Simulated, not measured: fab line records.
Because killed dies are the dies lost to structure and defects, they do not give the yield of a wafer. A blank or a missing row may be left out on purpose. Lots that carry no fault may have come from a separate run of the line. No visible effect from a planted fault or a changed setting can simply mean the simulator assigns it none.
A lot that was struck, set against a sound lot | flow n5Finfet | 37 out of 1938 route steps
Sound: the wafers L949.2, L949.3, L949.5. The struck wafers were L958.2, L958.5, L958.6. The cause is given at the end.
At each step with rows: each side's tool, then ch and its chambers, then its first start. Under that, the readings that differ: sound wafers | struck wafers | difference of the means | sigmas: that difference in standard deviations of wafers without a fault.
alike: readings with means less than 2 such deviations apart, plus words and numbers identical on both sides. not compared: withheld readings, readings lacking a value on some wafer, bounds such as >300 that could conceal the same value, and numbers that have no deviation in the record and whose values overlap.
A row with sigmas, a row that says differs or no value, or rows on one side alone: a step with any of these is where the two part. When numbers do not overlap yet have no deviation, they are printed without sigmas and do not part them. A reading missing from all wafers of one side parts the sides only when that side holds two or more wafers.

first, 9 steps without rows for these wafers: N5_BEOL_M4_ANNEAL_95 (time 240 s); N5_BEOL_M4_SPUTTER_96 (material Cu, target thk 4.5 nm, time 8.29 s); N5_BEOL_M4_ECD_50 (material Cu, target thk 300 nm); N5_BEOL_M4_ANNEAL_51 (time 90 s); N5_BEOL_M4_CMP_52 (polishes, stops on SiOC, t overpolish 6.8 s, target thk 40 nm); N5_BEOL_M4_PRE_CLEAN_60 (time 15 s); N5_BEOL_M4_CO_CAP_55 (material Co, precursor CCTBA/H2, target thk 2 nm, time 102.1 s); N5_BEOL_M4_PRE_CLEAN_56 (time 15 s); N5_BEOL_M4_DEP_57 (deposits SiCN from 3MS/NH3, target thk 8 nm, time 14 s).
N5_BEOL_M4_RC_MEAS_101:
  sound on prober-02 ch 0, day 10 19:24; struck on prober-01 ch 0, day 13 05:44
  alike: DIBL_N, DIBL_P, IOFF_N, IOFF_P, ION_N, ION_P, SS_N, SS_P, VT_N, VT_P
then, 24 steps without rows for these wafers: N5_BEOL_M5_ILD_DEP_00 (deposits SiCOH lowk from DEMS/porogen, target thk 140.64 nm, time 25.9 s); N5_BEOL_M5_CURE_79 (cures SiCOH lowk, time 240 s); N5_BEOL_M5_PECVD_70 (deposits SiO2 from TEOS/O2, target thk 16 nm, time 18 s); N5_BEOL_M5_HM_DEP_02 (deposits TiN, target thk 20 nm); N5_BEOL_M5_COAT_59 (time 60 s, resist thk 60 nm); N5_BEOL_M5_COAT_60 (time 60 s, resist thk 12 nm); N5_BEOL_M5_COAT_71 (time 60 s, resist thk 5 nm); N5_BEOL_M5_COAT_05 (resist thk 30 nm); N5_BEOL_M5_EBR_07; N5_BEOL_M5_SOFTBAKE_06 (time 60 s); N5_BEOL_M5_EXPOSE_08 (exposes mask M5, target cd 28 nm); N5_BEOL_M5_PEB_09 (peb time 60 s); N5_BEOL_M5_DEVELOP_10 (develop time 30 s); N5_BEOL_M5_DESCUM_16 (chemistry O2, time 7 s); N5_BEOL_M5_ETCH_72 (etches underlayer in N2/H2, target depth 6.5 nm, time 5.2 s); N5_BEOL_M5_ETCH_61 (etches SiARC in CF4, target depth 15.6 nm, time 26 s); N5_BEOL_M5_ETCH_62 (etches SOC in N2/H2, target depth 75 nm, overetch 15 nm, time 112.5 s); N5_BEOL_M5_STRIP_63 (strips in N2/H2); N5_BEOL_M5_STRIP_73 (strips in N2/H2); N5_BEOL_M5_STRIP_64 (strips in CF4); N5_BEOL_M5_HM_OPEN_17 (chemistry Cl2/BCl3, target TiN, target depth 20 nm, overetch 6 nm); N5_BEOL_M5_STRIP_19 (strips in O2); N5_BEOL_M5_COAT_65 (time 60 s, resist thk 60 nm); N5_BEOL_M5_COAT_66 (time 60 s, resist thk 12 nm).
-- a jump in the record: the struck wafers' starts before and after are 3 days apart (it breaks off in module BEOL_M5 and resumes in module BEOL_M15, where the first step shown is number 1809 of the route) --
N5_BEOL_M15_TRENCH_ETCH_34: etches SiO2 in C4F8/O2/Ar, target depth 872.93 nm, time 199 s.
  sound on rieDiel-02 ch 0,2, day 14 03:51; struck on rieDiel-02 ch 0,3, day 16 09:33
  no value came back on the struck wafers for any of 8 readings (C4F8_flow_sccm (sccm), O2_flow_sccm (sccm) and others); on the sound wafers C4F8_flow_sccm (sccm) reads 15.92 16.04 15.98
reading                                   | sound             | struck            | difference | sigmas
model.coat_of_BEOL_M15_COAT_22.thkNm (nm) | 543.4 541.4 540.4 | 721.8 720.2 720.8 | +179.2     | 
  not compared: rfHoursCounterH
N5_BEOL_M15_CMP_49: polishes, stops on SiO2, t overpolish 4.9 s, target thk 850 nm.
  sound on cmp-04 ch 0,1, day 14 05:55; struck on cmp-03 ch 1,2, day 16 11:40
reading                                | sound             | struck            | difference | sigmas
clearingPlatenDownForcePsi (psi)       | 1.992 1.998 1.995 | 2.002 2.004 2.003 | +0.008     | +2
model.Cu_of_BEOL_M15_ECD_47.thkNm (nm) | 846 849.6 849.8   | 0.8 0.8 0.8       | -847.7     | 
  alike: motorCurrentA, platenRpm
N5_PASSIVATION_PROBE_49:
  the record has rows for the struck wafers here (prober-01, day 17 07:14) and none for the sound ones

== WHERE THEY PART ==
Last at N5_PASSIVATION_PROBE_49 as far as this record goes, first at N5_BEOL_M15_TRENCH_ETCH_34.

WHY: what the simulator had put in
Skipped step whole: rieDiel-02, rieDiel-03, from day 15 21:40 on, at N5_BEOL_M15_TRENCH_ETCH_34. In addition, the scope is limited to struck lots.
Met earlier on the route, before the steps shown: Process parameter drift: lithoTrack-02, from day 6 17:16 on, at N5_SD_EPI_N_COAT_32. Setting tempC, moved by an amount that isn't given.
